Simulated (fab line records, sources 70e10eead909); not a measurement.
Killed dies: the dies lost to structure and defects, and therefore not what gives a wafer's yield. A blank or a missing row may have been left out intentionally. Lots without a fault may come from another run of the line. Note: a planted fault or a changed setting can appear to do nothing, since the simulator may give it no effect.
Matching of chambers :: flow nandHarc :: pecvd-03 running NHARC_A_BONDPAD_DEP_00: 3 sister chambers
The step deposits SiCN, target thk 250 nm. 14 wafers are shown with their chamber, then 7 later ones without.

== WAFERS, EACH WITH ITS CHAMBER ==
wafer: L980.1
chamber: 2
heaterPowerW (W): 564

wafer: L980.3
chamber: 0
heaterPowerW (W): 521

wafer: L980.6
chamber: 0
heaterPowerW (W): 536

wafer: L993.2
chamber: 1
heaterPowerW (W): 496

wafer: L993.3
chamber: 0
heaterPowerW (W): 549

wafer: L993.4
chamber: 0
heaterPowerW (W): 562

wafer: L995.4
chamber: 0
heaterPowerW (W): 433

wafer: L995.5
chamber: 1
heaterPowerW (W): 605

wafer: L995.6
chamber: 2
heaterPowerW (W): 488

wafer: L996.1
chamber: 2
heaterPowerW (W): 483

wafer: L996.4
chamber: 0
heaterPowerW (W): 497

wafer: L996.6
chamber: 1
heaterPowerW (W): 628

wafer: L997.2
chamber: 0
heaterPowerW (W): 512

wafer: L997.3
chamber: 1
heaterPowerW (W): 624

SIGNATURES (averages over the wafers above)
reading: heaterPowerW
chamber 0: 515.71
chamber 1: 588.25
chamber 2: 511.67
scatter within a chamber: 49.2
Rule: for each reading, subtract the chamber's mean from the wafer's reading, divide by that reading's scatter and square the result; add these up over the readings and take the root, which gives the wafer's distance from the chamber. The wafer belongs to the nearest chamber; if the next one is less than 2 further off, it can't be placed. The scatter: the root of (the sum of the squares of (reading less its chamber's mean) over the shown wafers, divided by (wafers less chambers)).

== WAFERS WITH NO CHAMBER GIVEN ==
wafer: L997.5
heaterPowerW (W): 510

wafer: L998.3
heaterPowerW (W): 562

wafer: L998.4
heaterPowerW (W): 485

wafer: L998.5
heaterPowerW (W): 440

wafer: L101.3
heaterPowerW (W): 569

wafer: L101.5
heaterPowerW (W): 454

wafer: L101.6
heaterPowerW (W): 575

== WHICH CHAMBER EACH WENT THROUGH ==
wafer: L997.5
from the rows above: can't be placed: 2 or 0 or 1
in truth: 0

wafer: L998.3
from the rows above: can't be placed: 1 or 0 or 2
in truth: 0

wafer: L998.4
from the rows above: can't be placed: 2 or 0 or 1
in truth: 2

wafer: L998.5
from the rows above: can't be placed: 2 or 0 or 1
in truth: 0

wafer: L101.3
from the rows above: can't be placed: 1 or 0 or 2
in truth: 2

wafer: L101.5
from the rows above: can't be placed: 2 or 0 or 1
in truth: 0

wafer: L101.6
from the rows above: can't be placed: 1 or 0 or 2
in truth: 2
Placed correctly: 0 of 7. These rows do not allow placing 7 (true chamber among the candidates in 7). Number placed wrongly: 0.
